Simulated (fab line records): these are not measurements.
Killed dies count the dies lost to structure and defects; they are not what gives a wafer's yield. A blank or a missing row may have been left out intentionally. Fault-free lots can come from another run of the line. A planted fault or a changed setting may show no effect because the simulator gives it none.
A lot that was struck, set against a sound lot    flow nand_harc    14 steps out of a route of 1302
Sound: the wafers L407.1, L407.2, L407.6. Wafers L422.1, L422.3, L422.6 were the ones struck. Last of all comes the cause.
Order at every step that has rows: each side's tool, ch and its chambers, its first start. Under that, the readings that differ: sound wafers    struck wafers    difference of the means    sigmas: that difference in standard deviations of wafers without a fault.
alike: same words and numbers on both sides, and readings whose means sit less than 2 such deviations apart. not compared: any withheld reading, any reading some wafer has no value for, any bound like >300 that may hide the same value, and any number with overlapping values for which the record gives no deviation.
Wherever a step has rows on one side only, a row that says differs or no value, or a row with sigmas, the two part there. When numbers do not overlap yet have no deviation, they are printed without sigmas and do not part them. A reading missing from all wafers of one side parts the sides only when that side holds two or more wafers.

NHARC_A_M0_CMP_23: polishes, t overpolish 20 s, target thk 113.75 nm.
  sound on cmp-03 ch 0,1,3, day 24 15:29; struck on cmp-04 ch 0,2,3, day 31 10:08
  alike: motor_current_A, time_to_endpoint_s
NHARC_A_M0_THK_MEAS_24: measures by xrf.
  sound on film_metro-01 at day 24 15:46; struck on film_metro-02 at day 31 10:23
  alike: thk_nm
next, for these wafers, 1 step has no rows: NHARC_A_M0_SRD_25.
NHARC_A_M0_INSPECT_27:
  sound on defect_inspect-02 at day 24 15:55; struck on defect_inspect-02 at day 31 10:33
  alike: raw_defect_count
NHARC_A_M0_PRE_CLEAN_31: time 12 s.
  sound on pecvd-02 ch 1,2, day 24 15:59; struck on pecvd-02 ch 0,1, day 31 10:40
  alike: heater_power_w, rf_fwd_power_W
NHARC_A_M0_DEP_32: deposits SiCN, target thk 30 nm.
  sound on pecvd-02 ch 1,2, day 24 16:04; struck on pecvd-02 ch 0,1, day 31 10:44
  alike: heater_power_w, rf_fwd_power_W
then, 5 steps without rows for these wafers: NHARC_A_M1_DEP_00 (deposits SiOC, target thk 182.5 nm); NHARC_A_M1_DEHYDRATE_01 (time 120 s); NHARC_A_M1_HMDS_02 (time 30 s); NHARC_A_M1_COAT_34 (time 65 s); NHARC_A_M1_COAT_03 (resist thk 90 nm).
NHARC_A_M1_SOFTBAKE_04: time 55 s.
  sound on litho_track-04 ch 0, day 24 16:00; struck on litho_track-06 ch 0, day 31 11:00
reading                   sound                 struck                difference  sigmas
heater_power_total_W (W)  188.30 188.32 188.34  222.90 222.61 222.68  +34.41      +99 or more
then, 2 steps without rows for these wafers: NHARC_A_M1_EBR_05; NHARC_END_SORT_01.

== WHERE THEY PART ==
NHARC_A_M1_SOFTBAKE_04 only, going by this record.

WHY: what the simulator had put in
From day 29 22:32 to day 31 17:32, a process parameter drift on litho_track-06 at NHARC_A_M1_SOFTBAKE_04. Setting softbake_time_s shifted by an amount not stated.
